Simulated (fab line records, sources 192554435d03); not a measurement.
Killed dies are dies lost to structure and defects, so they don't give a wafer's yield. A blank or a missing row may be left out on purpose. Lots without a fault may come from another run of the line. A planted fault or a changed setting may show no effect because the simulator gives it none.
fab line records | flow n5_finfet
record lots=11 wafers=33 last_day=17
route steps=1938 shown BEOL_M10@1513 PASSIVATION@1936
lots that met no fault: from a run of the same line without faults
start_h: hours from the record's first day to the start of the lot's first wafer shown | wait_h: hours since the lot's step before | " the same as in the row above | L1.1+2: a row that stands for several wafers | - no value, or no start given | * or withheld: withheld | < > ~ a bound
route shown NAME@n: a module of which the file shows steps, and the number in the route of the first | usual: mean/standard deviation of fault-free wafers | same: alike in all rows | chamber/n: place in a boat | sites: the reading at each site | _std_site: their standard deviation | _edge_site: outer sites' mean less inner sites' | radius_mm: how far each site lies from the wafer's centre | mask NAME#n: copy n | behind: the tool/chamber that last shaped the wafer | hold: why the lot was held/for how many hours/how that ended | device: the transistor (n, p or np) that didn't switch | end of line: the same wafers' tests at the end of the route | a step without rows: its recipe alone | killed: dies lost to structure and defects at the first sort, not the wafer's yield | map: a wafer's dies, x killed, . not, _ none there
set.NAME: the setting as run; set.NAME@STEP: as run at that earlier step | model.NAME: the simulator's own value behind a step, which no gauge read
steps of the route over a sample of lots; a table a step, a row a wafer
services: from which hour (start_h, from the record's first day; less than 0 if before it) a tool's chamber was out of use, for how many hours, and why
## steps
# step N5_BEOL_M10_ETCH_41
# recipe chemistry=CH3F/O2 target=SiCN target_depth_a=426 taper_deg=2 time_s=86 ion_energy_ev=120 mask_material=TiN pressure_mtorr=30 source_w=395 bias_w=75 Ar_flow_sccm=150 CH3F_flow_sccm=30 O2_flow_sccm=20
# usual drypump_motor_current_A=5.5/0.37 oes_product_au=0.81/0.08 rf_vpp_V=297.4/1.9 showerhead_plenum_p_Torr=2.00/0.086 throttle_valve_pct=16.28/0.27
# columns lot.wafer tool chamber start_h wait_h drypump_motor_current_A oes_product_au rf_hours_counter_h rf_vpp_V showerhead_plenum_p_Torr throttle_valve_pct
L310.1 rie_diel-01 1 - - 5.2 0.73 171 297.3 1.99 16.44
L310.2 " 2 " " 5.4 0.82 89 298.2 2.03 16.26
L310.5 " 2 " " 5.4 0.82 - 298.5 2.03 16.26
L309.2 rie_diel-04 1 - - 5.6 0.95 10 299.6 2.15 16.15
L309.4 " 2 " " 5.7 0.95 0 297.8 2.07 16.41
L309.5 " 0 " " 6.0 0.87 - 298.5 2.06 16.16
L311.3 rie_diel-01 3 - - 5.9 0.69 218 299.3 2.06 16.49
L311.5 " 2 " " 5.4 0.81 - 298.9 2.03 16.26
L311.6 " 1 " " 5.2 0.73 - 296.7 1.99 16.45
L314.2 rie_diel-05 2 - - 5.7 0.75 168 292.6 1.84 16.77
L314.3 " 1 " " 5.6 0.76 96 295.6 1.94 16.16
L314.6 " 1 " " 5.6 0.77 - 295.7 1.94 16.15
L315.3 rie_diel-04 0 - - 6.1 0.86 41 298.3 2.06 16.18
L315.4 " 3 " " 5.1 0.89 31 298.7 2.04 15.78
L315.6 " 3 " " 5.1 0.89 - 298.7 2.04 15.77
L319.2 rie_diel-05 2 - - 5.7 0.75 178 293.8 1.83 16.77
L319.3 " 1 " " 5.6 0.75 107 296.2 1.94 16.17
L319.4 " 2 " " 5.7 0.75 - 294.5 1.83 16.78
L321.1 rie_diel-05 1 - - 5.5 0.75 117 295.3 1.94 16.19
L321.2 " 2 " " 5.7 0.74 189 292.6 1.83 16.78
L321.6 " 1 " " 5.6 0.74 - 295.8 1.94 16.19
L323.2 rie_diel-01 1 - - 5.2 0.71 197 297.6 1.98 16.51
L323.5 " 0 " " 6.0 0.83 - 295.7 1.93 16.09
L323.6 " 3 " " 5.9 0.68 - 296.2 2.05 16.53
L322.1 rie_diel-04 2 - - 5.7 0.87 31 298.5 2.05 16.48
L322.2 " 0 " " 6.0 0.83 59 298.8 2.05 16.22
L322.4 " 1 " " 5.6 0.89 38 299.0 2.14 16.20
L324.1 rie_diel-04 2 - - 5.7 0.86 35 298.7 2.05 16.49
L324.4 " 3 " " 5.0 0.85 55 297.0 2.03 15.85
L324.6 " 3 " " 5.0 0.84 - 297.7 2.03 15.83
L331.2 rie_diel-01 2 - - 5.4 0.77 137 298.3 2.01 16.35
L331.4 " 1 " " 5.2 0.70 219 296.8 1.97 16.54
L331.6 " 2 " " 5.4 0.78 - 298.5 2.01 16.35
# step N5_BEOL_M10_CMP_52
# recipe stop_on=SiCOH_lowk t_overpolish_s=7 down_force_psi=1 platen_rpm=50 clearing_platen_down_force_psi=1.5 clearing_platen_rpm=50 post_cmp_clean=cu_alkaline target_thk_nm=140 clearing_platen_pad_velocity_m_s=0.99484 pad_velocity_m_s=0.99484
# usual barrier_field_endpoint_s=28.8/0.83 edge_zone_pressure_frac=0.999/0.0052 head_pressure_psi=1.0001/0.0022 motor_current_A=6.1/0.68 overpolish_run_s=7.000/0.0087 platen_rpm=50.00/0.032 time_to_endpoint_s=64/4
# columns lot.wafer tool chamber start_h wait_h barrier_field_endpoint_s edge_zone_pressure_frac head_pressure_psi motor_current_A overpolish_run_s platen_rpm time_to_endpoint_s
L310.2 cmp-04 3 232.74 0.4 27.9 1.003 0.9999 6.6 6.990 50.05 62
L310.1 " 0 " " 27.7 0.993 0.9961 5.7 7.003 49.98 60
L310.5 " 3 " " 27.5 1.003 0.9968 6.4 6.996 50.01 64
L309.2 cmp-04 1 234.75 0.3 28.1 0.997 1.0027 5.3 6.993 49.99 63
L309.4 " 3 " " 28.2 0.993 1.0001 6.8 6.982 49.99 68
L309.5 " 2 " " 29.2 0.997 0.9997 6.2 7.017 50.01 66
L311.3 cmp-04 0 235.32 0.5 28.3 1.004 0.9995 5.3 7.008 49.95 62
L311.5 " 1 " " 30.0 0.999 1.0002 5.3 7.004 50.01 66
L311.6 " 2 " " 29.3 0.999 1.0023 6.3 6.990 50.03 65
L314.2 cmp-04 0 254.86 0.4 28.4 0.995 1.0033 5.6 7.003 49.97 61
L314.3 " 1 " " 28.7 0.997 0.9999 5.4 6.994 50.03 65
L314.6 " 3 " " 28.9 1.006 1.0002 6.7 7.002 50.01 66
L315.4 cmp-04 2 263.15 0.1 29.2 0.999 1.0009 6.0 7.001 50.05 66
L315.3 " 0 " " 27.8 1.004 0.9964 5.8 6.997 50.02 61
L315.6 " 2 " " 29.7 1.002 1.0011 6.2 7.001 50.05 65
L319.2 cmp-02 2 276.72 0.2 28.9 0.998 1.0022 6.9 6.994 50.08 63
L319.4 " 0 " " 30.0 0.999 1.0005 6.0 6.996 49.96 69
L319.3 " 1 " " 28.8 0.997 0.9989 5.9 7.013 49.98 69
L321.1 cmp-02 0 303.44 0.3 28.2 1.000 1.0027 6.1 6.981 50.05 65
L321.2 " 2 " " 27.5 1.005 1.0006 7.0 6.995 50.02 56
L321.6 " 0 " " 29.5 1.001 0.9995 6.5 6.996 50.02 65
L323.2 cmp-02 1 312.71 0.3 28.4 0.985 1.0004 6.4 6.998 48.01 65
L323.5 " 2 " " 29.3 0.999 0.9976 7.2 6.994 48.02 59
L323.6 " 3 " " 30.1 0.999 0.9976 5.5 7.024 48.01 62
L322.2 cmp-02 1 312.86 0.2 30.8 1.005 1.0022 6.2 6.997 48.01 68
L322.1 " 2 " " 29.2 1.000 0.9996 7.0 6.993 47.94 60
L322.4 " 3 " " 30.4 1.005 1.0005 5.2 6.988 47.97 65
L324.1 cmp-03 3 322.78 0.3 28.1 1.008 0.9983 6.6 7.005 49.98 60
L324.4 " 1 " " 29.7 1.008 1.0016 5.8 7.021 50.03 67
L324.6 " 3 " " 28.4 1.005 0.9985 6.7 7.001 49.98 60
L331.4 cmp-04 2 365.41 0.1 28.8 0.991 1.0017 6.5 7.014 49.99 58
L331.2 " 1 " " 28.8 1.005 0.9988 5.3 6.992 50.00 62
L331.6 " 2 " " 29.6 0.995 1.0017 6.3 7.007 50.00 64
# step N5_BEOL_M10_DEP_56
# recipe material=SiCN target_thk_a=150 temp_c=withheld precursor=3MS/NH3 pressure_torr=3 rf_w=202 time_s=26.5
# usual showerhead_plenum_p_Torr=3.661/0.014 throttle_valve_pct=9.2/0.53
# columns lot.wafer tool chamber start_h wait_h showerhead_plenum_p_Torr throttle_valve_pct
L310.1 pecvd-04 0 233.06 0.0 3.648 9.9
L310.2 " 2 " " 3.655 8.6
L310.5 " 1 " " 3.680 9.6
L309.2 pecvd-03 1 235.11 0.0 3.646 9.4
L309.4 " 1 " " 3.649 9.3
L309.5 " 0 " " 3.654 10.1
L311.3 pecvd-02 2 235.56 0.0 3.656 8.6
L311.5 " 1 " " 3.669 9.5
L311.6 " 2 " " 3.643 8.8
L314.2 pecvd-04 0 255.18 0.0 3.655 9.4
L314.3 " 1 " " 3.678 9.6
L314.6 " 1 " " 3.681 9.7
L315.3 pecvd-02 1 263.51 0.0 3.671 9.6
L315.4 " 2 " " 3.641 8.6
L315.6 " 0 " " 3.673 8.6
L319.2 pecvd-04 0 277.07 0.0 3.651 9.8
L319.3 " 2 " " 3.657 8.8
L319.4 " 1 " " 3.676 9.6
L321.1 pecvd-04 1 303.76 0.0 3.691 9.5
L321.2 " 0 " " 3.651 9.8
L321.6 " 0 " " 3.650 9.8
L323.2 pecvd-03 1 312.95 0.0 3.648 9.4
L323.5 " 1 " " 3.647 9.1
L323.6 " 2 " " 3.682 8.9
L322.1 pecvd-02 2 313.22 0.0 3.650 8.7
L322.2 " 0 " " 3.663 8.4
L322.4 " 1 " " 3.674 9.7
L324.1 pecvd-03 0 323.14 0.0 3.649 10.1
L324.4 " 1 " " 3.656 9.1
L324.6 " 0 " " 3.649 10.0
L331.2 pecvd-03 0 365.76 0.0 3.651 10.2
L331.4 " 1 " " 3.649 9.0
L331.6 " 0 " " 3.659 10.1
# step N5_PASSIVATION_PROBE_49
# usual defect_limited_yield=91.1/1.6 killed_at_M0_to_M3=35/11 killed_at_M4_up=13/5.4 killed_at_contacts=13/6.5 killed_at_front_end=40/14 killed_at_other=4/3.1 killed_dies=105/18 killed_open=69/14 killed_short=34/7.3 sort_bin_5_function=5.2/0.96 sort_bin_6_memory=3.4/0.77 sort_n_pass=1075/19 sort_yield_pct=91.1/1.6
# same gross_dies=1180 killed_at_back_side=0 sort_bin_4_leakage[%]=0 sort_bin_8_speed[%]=0
# columns lot.wafer tool chamber start_h wait_h defect_limited_yield[%] killed_at_M0_to_M3 killed_at_M4_up killed_at_contacts killed_at_front_end killed_at_other killed_dies killed_open killed_short sort_bin_5_function[%] sort_bin_6_memory[%] sort_n_pass sort_yield_pct[%]
L311.3 prober-01 - 281.69 0.1 93.9 31 12 5 21 3 72 46 20 4.2 1.7 1108 93.9
L311.5 prober-01 - 281.79 0.2 93.6 28 10 3 33 1 75 46 28 3.1 2.9 1105 93.6
L311.6 prober-01 - 281.84 0.3 91.5 40 3 14 35 8 100 62 38 5.2 2.8 1080 91.5
L310.1 prober-02 - 285.32 0.1 90.0 53 21 13 28 3 118 87 30 5.4 4.4 1062 90.0
L310.2 prober-02 - 285.37 0.2 90.4 43 16 7 43 4 113 70 41 5.5 3.9 1067 90.4
L310.5 prober-02 - 285.52 0.3 90.8 57 5 8 36 3 109 72 35 5.1 3.8 1071 90.8
L309.2 prober-01 - 289.68 0.1 90.3 58 13 9 32 3 115 66 45 5.3 4.0 1065 90.3
L309.4 prober-01 - 289.78 0.2 91.7 35 16 7 32 8 98 60 37 5.3 2.9 1082 91.7
L309.5 prober-01 - 289.83 0.2 92.1 20 11 11 46 5 93 57 29 4.7 2.6 1087 92.1
L314.2 prober-02 - 308.50 0.1 90.8 30 13 24 38 3 108 73 34 4.2 4.4 1072 90.8
L314.3 prober-02 - 308.55 0.1 91.4 35 18 13 33 2 101 68 32 5.2 3.2 1079 91.4
L314.6 prober-02 - 308.70 0.3 92.5 34 11 8 32 3 88 57 31 4.8 2.4 1092 92.5
L319.2 prober-01 - 328.54 0.1 89.6 51 16 12 39 5 123 79 41 6.4 4.0 1057 89.6
L319.3 prober-01 - 328.59 0.1 88.4 45 25 14 39 14 137 86 48 5.5 5.3 1043 88.4
L319.4 prober-01 - 328.64 0.2 90.3 25 27 21 39 3 115 78 36 5.6 3.6 1065 90.3
L331.2 prober-01 - 413.74 0.1 89.6 47 11 11 48 6 123 89 30 6.7 3.7 1057 89.6
L331.4 prober-01 - 413.84 0.2 90.4 35 12 8 53 5 113 71 39 5.6 3.4 1067 90.4
L331.6 prober-01 - 413.94 0.3 90.1 36 14 18 46 3 117 72 42 5.8 3.5 1063 90.1
# killed by level:class
L311.3 BEOL_M0_SAQP:geometric_particle:open=11 BEOL_M0_SAQP:geometric_particle:short=7 FIN_SAQP:geometric_particle:open=5 MOL_CONTACT_COAG:geometric_particle:open=4 BEOL_M1:geometric_particle:open=4 FIN_SAQP:geometric_particle:short=3 DUMMY_GATE:geometric_particle:open=3 BEOL_M2:geometric_particle:open=3
L311.5 BEOL_M0_SAQP:geometric_particle:short=9 BEOL_M2:geometric_particle:open=7 BEOL_M0_SAQP:geometric_particle:open=6 BEOL_M5:geometric_particle:open=5 STI_FIN_REVEAL:geometric_particle:open=5 FIN_SAQP:geometric_particle:open=4 STARTING-WAFER:geometric_particle:short=4 DUMMY_GATE:geometric_particle:open=3
L311.6 BEOL_M1:geometric_particle:open=13 MOL_CONTACT_COAG:geometric_particle:open=10 BEOL_M2:geometric_particle:open=7 STI_FIN_REVEAL:geometric_particle:open=6 FIN_SAQP:geometric_particle:open=5 ILD0:geometric_particle:short=5 BEOL_M0_SAQP:geometric_particle:open=5 BEOL_M0_SAQP:geometric_particle:short=5
L310.1 BEOL_M0_SAQP:geometric_particle:open=16 BEOL_M1:geometric_particle:open=14 MOL_CONTACT_COAG:geometric_particle:open=11 BEOL_M4:geometric_particle:open=11 BEOL_M3:geometric_particle:open=6 STI_FIN_REVEAL:geometric_particle:open=5 BEOL_M1:geometric_particle:short=5 BEOL_M0_SAQP:geometric_particle:short=4
L310.2 BEOL_M1:geometric_particle:open=9 BEOL_M0_SAQP:geometric_particle:short=8 MOL_CONTACT_COAG:geometric_particle:open=7 STI_FIN_REVEAL:geometric_particle:open=6 BEOL_M1:geometric_particle:short=6 DUMMY_GATE:geometric_particle:open=5 GATE_CUT:geometric_particle:open=5 GATE_CUT:geometric_particle:short=5
L310.5 BEOL_M0_SAQP:geometric_particle:open=21 BEOL_M0_SAQP:geometric_particle:short=17 BEOL_M2:geometric_particle:open=7 MOL_CONTACT_COAG:geometric_particle:open=6 BEOL_M1:geometric_particle:open=6 STI_FIN_REVEAL:geometric_particle:open=5 GATE_CUT:geometric_particle:open=5 GATE_CUT:geometric_particle:short=5
L309.2 BEOL_M0_SAQP:geometric_particle:open=21 BEOL_M0_SAQP:geometric_particle:short=21 STI_FIN_REVEAL:geometric_particle:open=12 MOL_CONTACT_COAG:geometric_particle:open=6 BEOL_M5:geometric_particle:open=6 GATE_CUT:geometric_particle:short=4 BEOL_M2:geometric_particle:open=4 FIN_SAQP:geometric_particle:short=3
L309.4 BEOL_M0_SAQP:geometric_particle:short=9 MOL_CONTACT_COAG:geometric_particle:open=7 BEOL_M0_SAQP:geometric_particle:open=6 FIN_SAQP:geometric_particle:open=5 FIN_SAQP:geometric_particle:short=5 DUMMY_GATE:geometric_particle:open=5 BEOL_M1:geometric_particle:open=5 BEOL_M3:geometric_particle:open=5
L309.5 STI_FIN_REVEAL:geometric_particle:open=8 MOL_CONTACT_COAG:geometric_particle:open=8 FIN_SAQP:geometric_particle:open=7 BEOL_M4:geometric_particle:open=7 BEOL_M0_SAQP:geometric_particle:open=6 GATE_CUT:geometric_particle:short=5 ILD0:geometric_particle:short=4 BEOL_M3:geometric_particle:open=4
L314.2 MOL_CONTACT_COAG:geometric_particle:open=20 FIN_SAQP:geometric_particle:open=14 FIN_SAQP:geometric_particle:short=11 BEOL_M1:geometric_particle:open=11 BEOL_M1:geometric_particle:short=7 BEOL_M4:geometric_particle:open=6 BEOL_M3:geometric_particle:open=5 MOL_CONTACT_COAG:geometric_particle:short=4
L314.3 BEOL_M1:geometric_particle:open=14 BEOL_M4:geometric_particle:open=11 MOL_CONTACT_COAG:geometric_particle:open=10 STI_FIN_REVEAL:geometric_particle:open=8 FIN_SAQP:geometric_particle:open=7 BEOL_M2:geometric_particle:open=6 BEOL_M1:geometric_particle:short=6 FIN_SAQP:geometric_particle:short=5
L314.6 BEOL_M1:geometric_particle:open=11 FIN_SAQP:geometric_particle:open=8 DUMMY_GATE:geometric_particle:open=6 MOL_CONTACT_COAG:geometric_particle:open=6 BEOL_M0_SAQP:geometric_particle:open=5 BEOL_M1:geometric_particle:short=5 STARTING-WAFER:geometric_particle:open=5 BEOL_M0:geometric_particle:open=4
L319.2 BEOL_M3:geometric_particle:open=15 BEOL_M0_SAQP:geometric_particle:open=13 MOL_CONTACT_COAG:geometric_particle:open=10 BEOL_M4:geometric_particle:open=9 BEOL_M0_SAQP:geometric_particle:short=8 GATE_CUT:geometric_particle:short=7 FIN_SAQP:geometric_particle:open=5 FIN_SAQP:geometric_particle:short=5
L319.3 BEOL_M4:geometric_particle:open=15 MOL_CONTACT_COAG:geometric_particle:open=12 FIN_SAQP:geometric_particle:open=11 BEOL_M0_SAQP:geometric_particle:short=9 BEOL_M2:geometric_particle:open=9 BEOL_M3:geometric_particle:open=9 GATE_CUT:geometric_particle:short=7 BEOL_M0_SAQP:geometric_particle:open=7
L319.4 BEOL_M4:geometric_particle:open=17 MOL_CONTACT_COAG:geometric_particle:open=15 BEOL_M3:geometric_particle:open=10 FIN_SAQP:geometric_particle:open=9 MOL_CONTACT_COAG:geometric_particle:short=6 BEOL_M4:geometric_particle:short=6 STI_FIN_REVEAL:geometric_particle:open=5 ILD0:geometric_particle:short=5
L331.2 STI_FIN_REVEAL:geometric_particle:open=19 BEOL_M2:geometric_particle:open=19 MOL_CONTACT_COAG:geometric_particle:open=9 DUMMY_GATE:geometric_particle:open=8 BEOL_M0_SAQP:geometric_particle:open=7 BEOL_M3:geometric_particle:open=6 FIN_SAQP:geometric_particle:short=5 BEOL_M0_SAQP:geometric_particle:short=5
L331.4 STI_FIN_REVEAL:geometric_particle:open=13 FIN_SAQP:geometric_particle:short=11 BEOL_M0_SAQP:geometric_particle:open=9 DUMMY_GATE:geometric_particle:open=8 FIN_SAQP:geometric_particle:open=7 MOL_CONTACT_COAG:geometric_particle:open=7 BEOL_M0_SAQP:geometric_particle:short=6 BEOL_M3:geometric_particle:short=5
L331.6 STI_FIN_REVEAL:geometric_particle:open=15 MOL_CONTACT_COAG:geometric_particle:open=14 BEOL_M0_SAQP:geometric_particle:short=8 BEOL_M0_SAQP:geometric_particle:open=6 BEOL_M3:geometric_particle:short=6 DUMMY_GATE:geometric_particle:open=5 FIN_SAQP:geometric_particle:short=4 GATE_CUT:geometric_particle:open=4
## services
# columns tool chamber start_h hours kind
pecvd-04 - 204.84 5.5 pm
rie_diel-04 2 211.62 - clean
cmp-03 - 216.22 32.0 repair
pecvd-03 - 224.03 1.4 repair
cmp-02 - 241.29 2.6 repair
rie_diel-05 0 245.48 11.8 repair
cmp-03 - 248.23 5.1 pm
cmp-04 - 251.09 0.8 repair
rie_diel-01 - 259.93 15.6 pm
cmp-03 - 278.24 1.5 repair
cmp-02 - 278.69 4.0 pm
pecvd-02 2 283.41 20.6 repair
rie_diel-01 1 286.84 1.3 repair
pecvd-03 - 290.28 1.3 repair
rie_diel-05 3 295.88 15.1 repair
rie_diel-01 0 311.92 8.4 repair
rie_diel-05 0 314.81 2.2 repair
cmp-03 - 318.26 3.4 pm
pecvd-04 0 327.02 6.8 repair
cmp-02 - 338.84 6.6 pm
cmp-03 - 347.56 3.1 repair
cmp-04 - 356.88 4.0 pm
cmp-04 - 360.88 - consumable_replace:conditioner
cmp-04 - 360.88 - consumable_replace:pad
## key
first_sign step=N5_BEOL_M10_CMP_52 reading=platen_rpm direction=down sigmas=63 usual=50.00 struck=47.99
effect none on later readings
met_at N5_BEOL_M10_CMP_52
struck_lots L322,L323
not_acting_at N5_BEOL_M10_ETCH_41,N5_BEOL_M10_DEP_56
onset_between 303.44 312.71
fault kind=process_parameter_drift tool=cmp-02 chamber=- onset_h=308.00 steps=N5_BEOL_M10_CMP_52 channel=platen_rpm offset=-2 shape=step end_h=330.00 acts_in=these_recipes_only stated=50
